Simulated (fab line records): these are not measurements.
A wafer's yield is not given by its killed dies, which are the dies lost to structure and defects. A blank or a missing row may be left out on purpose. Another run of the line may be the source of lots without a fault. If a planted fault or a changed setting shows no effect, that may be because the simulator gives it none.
fab line records -- flow n5Finfet
[record] lots = 5, wafers = 13, lastDay = 17
route steps=1938 shown BEOL_M1@758 BEOL_M4@1111
lots that met no fault: from a run of the same line without faults
startH: hours from the record's first day to the start of the lot's first wafer shown -- waitH: how many hours have passed since the lot's step before this one -- " repeats the value in the row above -- L1.1+2: a single row standing in for several wafers -- - either no value or no given start -- * or withheld: withheld -- < > ~ a bound
route shown NAME@n: a module of which the file shows steps, and the number in the route of the first -- usual: the fault-free wafers' mean and standard deviation -- same: alike in all rows -- chamber/n: place in a boat -- sites: readings site by site -- _std_site: their standard deviation -- _edge_site: the outer-site mean with the inner-site mean subtracted -- radiusMm: how far each site lies from the wafer's centre -- mask NAME#n: copy n -- behind: the most recent tool/chamber to have shaped the wafer -- hold: the reason the lot was held/the length of the hold in hours/how it ended -- device: which transistor (n, p or np) failed to switch -- end of line: the tests these same wafers got at the end of their route -- for a step that has no rows: nothing shown but its recipe -- killed: dies that structure and defects cost at the first sort, which is not the same as the wafer's yield -- map: a wafer's dies, x killed, . not, _ none there
set.NAME: the setting that was run; set.NAME@STEP: the one run at that earlier step -- model.NAME: the simulator's own value behind a step, which no gauge read
lots at some steps of the route; a table a step, a row a wafer
services: a tool's chamber out of use, with start hour (startH, from the record's first day; less than 0 if before it), hours out, and reason
[[steps]]
[step N5_BEOL_M1_COAT_05]
[recipe] resist = CAR-EUV, spinRpm = 1500, resistThkNm = 30
[step N5_BEOL_M1_EBR_07]
[recipe] solvent = PGMEA, ebrWidthMm = 1.5
[step N5_BEOL_M1_SOFTBAKE_06]
[recipe] tempC = 110, timeS = 60, resist = CAR-EUV
[step N5_BEOL_M1_EXPOSE_08]
[recipe] maskId = M1, na = 0.33, sourceShape = dipole, sigmaInner = 0.369, sigmaOuter = 0.767, polarization = unpolarized, doseMj = 33
[step N5_BEOL_M1_PEB_09]
[recipe] pebTempC = 100, pebTimeS = 60, resist = CAR-EUV
[step N5_BEOL_M1_DEVELOP_10]
[recipe] developTimeS = 30, developer = TMAH, resist = CAR-EUV, rinseLiquid = surfactantRinse, dry = airSpin, devTempC = 23
[step N5_BEOL_M1_DESCUM_16]
[recipe] chemistry = O2, timeS = 7, sourcePowerW = 50, biasPowerW = 20, pressureMtorr = 20, rfFrequencyHz = 2.712e+07, tempC = 40, resist = CAR-EUV, o2FlowSccm = 225
[step N5_BEOL_M1_ETCH_74]
[recipe] chemistry = N2/H2, target = underlayer, targetDepthA = 65, maskMaterial = CAR-EUV, timeS = 5.2, ionEnergyEv = 200, pressureMtorr = 30, sourceW = 840, biasW = 150, n2FlowSccm = 200, h2FlowSccm = 200, ends = cleared
[step N5_BEOL_M1_ETCH_63]
[recipe] chemistry = CF4, target = SiARC, targetDepthA = 156, maskMaterial = CAR-EUV, timeS = 26, ionEnergyEv = 80, pressureMtorr = 40, sourceW = 545, biasW = 36, Ar_flow_sccm = 100, cf4FlowSccm = 100, ends = cleared
[step N5_BEOL_M1_ETCH_64]
[recipe] chemistry = N2/H2, target = SOC, targetDepthA = 750, overetchA = 150, maskMaterial = SiARC, tempC = 40, timeS = 112.5, ionEnergyEv = 200, pressureMtorr = 30, sourceW = 840, biasW = 150, n2FlowSccm = 200, h2FlowSccm = 200
[usual] biasW = 150.0/0.41, drypumpMotorCurrentA = 5.5/0.51, oesProductAu = 0.62/0.083, rfVppV = 524.1/2.8, showerheadPlenumPTorr = 2.54/0.091, throttleValvePct = 17.6/0.37
lot.wafer,tool,chamber,startH,waitH,biasW,drypumpMotorCurrentA,oesProductAu,rfHoursCounterH,rfVppV,showerheadPlenumPTorr,throttleValvePct,model.SiARC_of_BEOL_M1_COAT_62.thkNm,model.BEOL_M1.cdOffsetNm
L859.2,rieDiel-05,2,161.98,0.0,149.8,5.7,0.54,231,527.1,2.61,17.4,8.2,-0.4
L859.3,rieDiel-05,0,161.98,0.0,150.1,5.5,0.71,37,524.0,2.57,17.1,6.8,0
L859.4,rieDiel-05,3,161.98,0.0,150.2,5.0,0.55,244,523.5,2.50,17.5,6.8,-0.2
L860.1,rieDiel-05,1,167.06,0.0,149.2,5.8,0.56,234,521.2,2.42,18.0,7,-0.4
L860.6,rieDiel-05,3,167.06,0.0,150.3,5.0,0.54,-,522.5,2.49,17.5,8,-0.2
L861.2,rieDiel-05,2,177.87,0.0,150.0,5.7,0.53,236,526.0,2.60,17.4,8,-0.6
L861.5,rieDiel-05,3,177.87,0.0,149.3,5.0,0.54,-,525.1,2.49,17.5,6.8,0
L872.1,rieDiel-05,2,237.25,0.0,149.1,5.7,0.52,258,524.9,2.59,17.4,6.8,0
L872.3,rieDiel-05,3,237.25,0.0,150.2,5.0,0.75,11,522.7,2.49,17.1,6.6,0.2
L872.5,rieDiel-05,0,237.25,0.0,149.9,5.5,0.67,-,524.2,2.56,17.1,6.8,0
L875.3,rieDiel-05,3,255.31,0.0,149.9,5.0,0.73,19,521.3,2.49,17.1,6.8,0.8
L875.4,rieDiel-05,0,255.31,0.0,150.2,5.5,0.67,-,525.7,2.56,17.1,6.8,0
L875.5,rieDiel-05,1,255.31,0.0,149.8,5.8,0.76,-,529.3,2.73,17.6,7,0.2
[step N5_BEOL_M1_STRIP_65]
[recipe] chemistry = N2/H2, tempC = 40, n2FlowSccm = 200, h2FlowSccm = 200, rfFrequencyHz = 6e+07
[step N5_BEOL_M1_STRIP_75]
[recipe] chemistry = N2/H2, tempC = 40, n2FlowSccm = 200, h2FlowSccm = 200, rfFrequencyHz = 6e+07
[step N5_BEOL_M1_STRIP_66]
[recipe] chemistry = CF4, resist = SiARC, powerW = 300, biasPowerW = 75, pressureMtorr = 50, cf4FlowSccm = 150, rfFrequencyHz = 6e+07
[step N5_BEOL_M1_HM_OPEN_17]
[recipe] chemistry = Cl2/BCl3, targetDepthA = 200, overetchA = 60, target = TiN, maskMaterial = SOC, ionEnergyEv = 150, pressureMtorr = 10, icpW = 1000, biasW = 126, Cl2_flow_sccm = 53.25, bcl3FlowSccm = 21.75, Ar_flow_sccm = 25
[usual] biasW = 126.0/0.39, drypumpMotorCurrentA = 5.59/0.14, oes_ar_750_au = 0.68/0.099, oesProductAu = 0.58/0.085, throttleValvePct = 22.32/0.18
lot.wafer,tool,chamber,startH,waitH,biasW,drypumpMotorCurrentA,oes_ar_750_au,oesProductAu,rfHoursCounterH,throttleValvePct,model.BEOL_M1.cdOffsetNm
L859.2,rieMetal-02,1,162.15,0.0,127.1,5.66,0.63,0.53,113,22.58,-0.4
L859.3,rieMetal-02,0,162.15,0.0,126.1,5.84,0.87,0.77,-,22.26,0
L859.4,rieMetal-02,1,162.15,0.0,126.2,5.64,0.63,0.53,-,22.56,-0.2
L860.1,rieMetal-03,1,167.23,0.0,125.7,5.61,0.62,0.53,115,22.26,-0.4
L860.6,rieMetal-03,1,167.23,0.0,125.6,5.62,0.61,0.53,-,22.28,-0.4
L861.2,rieMetal-03,1,178.03,0.0,126.2,5.60,0.62,0.52,116,22.27,-0.8
L861.5,rieMetal-03,0,178.03,0.0,126.6,5.48,0.61,0.53,-,22.47,-0.2
L872.1,rieMetal-03,0,237.42,0.0,125.3,5.52,0.61,0.53,119,22.49,0
L872.3,rieMetal-03,0,237.42,0.0,125.9,5.53,0.60,0.52,-,22.50,0.2
L872.5,rieMetal-03,1,237.42,0.0,125.8,5.59,0.60,0.53,-,22.27,0
L875.3,rieMetal-02,1,255.50,0.1,125.5,5.68,0.63,0.52,-,22.59,0.8
L875.4,rieMetal-02,0,255.50,0.1,125.5,5.86,0.84,0.74,-,22.29,0
L875.5,rieMetal-02,0,255.50,0.1,125.8,5.88,0.83,0.74,-,22.27,0
[step N5_BEOL_M1_STRIP_19]
[recipe] chemistry = O2, powerW = 400, tempC = 40, pressureMtorr = 30, rfFrequencyHz = 6e+07, biasPowerW = 0, overashFraction = 0.2, o2FlowSccm = 225
[step N5_BEOL_M4_RC_MEAS_101]
[usual] DIBL_N = 36.1/1.5, DIBL_P = 36.1/1.9, IOFF_N = 0.159/0.029, IOFF_P = 0.21/0.038, ION_N = 675/11, ION_P = 464/8.1, SS_N = 71.5/0.57, SS_P = 73.3/0.64, VT_N = 249/3.1, VT_P = -250/3.8
lot.wafer,tool,chamber,startH,waitH,DIBL_N[mV/V],DIBL_P[mV/V],IOFF_N[nA/um],IOFF_P[nA/um],ION_N[uA/um],ION_P[uA/um],SS_N[mV/dec],SS_P[mV/dec],VT_N[mV],VT_P[mV]
L859.2,prober-02,0,199.85,0.2,37.1,36.0,0.168,0.21,689,466,71.5,73.3,247,-250
L859.3,prober-02,0,199.85,0.2,38.0,36.6,0.181,0.22,684,468,72.0,73.3,245,-251
L859.4,prober-02,0,199.85,0.2,35.9,34.7,0.140,0.19,678,465,72.1,72.8,249,-251
L860.1,prober-01,0,201.14,0.0,33.2,32.1,0.116,0.15,665,456,70.8,72.6,253,-255
L860.6,prober-01,0,201.14,0.0,33.6,32.7,0.116,0.15,658,450,70.3,72.0,256,-255
L861.2,prober-02,0,219.24,0.2,35.0,34.7,0.118,0.18,663,461,71.4,72.0,255,-255
L861.5,prober-02,0,219.24,0.2,34.5,34.3,0.118,0.18,666,462,71.0,72.7,254,-254
L872.1,prober-01,0,276.70,0.0,35.8,37.2,0.159,0.21,658,458,72.3,74.1,251,-249
L872.3,prober-01,0,276.70,0.0,36.3,38.5,0.176,0.22,674,462,71.9,73.8,248,-250
L872.5,prober-01,0,276.70,0.0,35.2,36.8,0.160,0.19,668,456,71.5,73.5,251,-251
L875.3,prober-02,0,306.34,0.3,36.7,36.3,0.176,0.27,684,475,70.9,73.5,246,-244
L875.4,prober-02,0,306.34,0.3,35.1,35.1,0.153,0.27,675,482,70.9,73.0,249,-242
L875.5,prober-02,0,306.34,0.3,37.2,36.5,0.166,0.28,673,471,72.3,73.6,251,-243
[[services]]
tool,chamber,startH,hours,kind
rieMetal-03,0,161.49,16.5,repair
rieDiel-05,3,180.01,-,clean
rieDiel-05,3,180.01,-,consumableReplace:focusRing
rieDiel-05,3,180.01,23.3,scheduledDown
rieDiel-05,3,180.01,23.3,ventCycle
rieDiel-05,1,212.43,-,clean
rieDiel-05,1,212.43,-,consumableReplace:focusRing
rieDiel-05,1,212.43,-,consumableReplace:showerhead
rieDiel-05,1,212.43,30.8,scheduledDown
rieDiel-05,1,212.43,30.8,ventCycle
rieDiel-05,2,243.42,-,clean
rieDiel-05,2,243.42,-,consumableReplace:focusRing
rieDiel-05,2,243.42,18.1,scheduledDown
rieDiel-05,2,243.42,18.1,ventCycle
[[key]]
firstSign none at tools or gauges
[modelEffect] step = N5_BEOL_M1_ETCH_64, value = SiARC_of_BEOL_M1_COAT_62.thkNm, without = 6.867, struck = 8.067
[modelEffect] step = N5_BEOL_M1_HM_OPEN_17, value = BEOL_M1.cdOffsetNm, without = 0, struck = -0.5333
metAt N5_BEOL_M1_ETCH_64
struckWafers L859.2,L860.6,L861.2
[fault] kind = processParameterDrift, tool = rieDiel-05, chamber = -, onsetH = 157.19, steps = N5_BEOL_M1_ETCH_64, channel = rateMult, offset = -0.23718, shape = step, endH = 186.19, scope = struckWafersOnly
